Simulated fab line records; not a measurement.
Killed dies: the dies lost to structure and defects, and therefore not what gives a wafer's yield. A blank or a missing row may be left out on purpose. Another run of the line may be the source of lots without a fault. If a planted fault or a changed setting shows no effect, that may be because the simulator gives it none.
Matching of chambers -- flow nand_harc -- NHARC_P_M2_CMP_23 on cmp-01 has 4 sister chambers
The step polishes, t overpolish 20 s, target thk 144.3 nm. 8 wafers are shown with their chamber, then 7 later ones without.

== WAFERS PAIRED WITH THEIR CHAMBERS ==
wafer,chamber,motor_current_A (A),time_to_endpoint_s (s)
L083.3,2,10.0,26
L083.6,2,10.3,26
L088.1,0,12.6,25
L088.4,3,12.3,21
L091.4,0,12.2,24
L091.5,1,10.3,25
L093.2,3,11.8,28
L093.4,1,10.8,32

== WAFERS WHOSE CHAMBER IS MISSING ==
wafer,motor_current_A (A),time_to_endpoint_s (s)
L093.6,10.8,31
L095.3,10.3,26
L095.4,10.7,29
L095.5,10.7,28
L097.2,11.8,25
L097.3,10.8,26
L097.5,10.1,26

== EACH ONE'S CHAMBER ==
wafer,from the rows above,in truth
L093.6,can't be placed: 1 or 2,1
L095.3,can't be placed: 2 or 1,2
L095.4,can't be placed: 1 or 2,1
L095.5,can't be placed: 1 or 2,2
L097.2,can't be placed: 3 or 0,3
L097.3,can't be placed: 1 or 2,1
L097.5,can't be placed: 2 or 1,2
Correctly placed: 0 of 7. Unplaceable from these rows: 7, with the true chamber sitting among the candidates in 7. Wrongly placed: 0.
How it was worked out, from the rows above alone: a wafer's distance from a chamber is the root of the sum, over the readings, of the square of ((its reading less the chamber's mean) divided by the reading's scatter). If the next closest chamber is less than 2 further off than the closest, the wafer can't be placed; otherwise it belongs to the closest. The mean given for a chamber averages the wafers shown for that chamber. The scatter: the root of (the sum of the squares of (reading less its chamber's mean) over the shown wafers, divided by (wafers less chambers)).
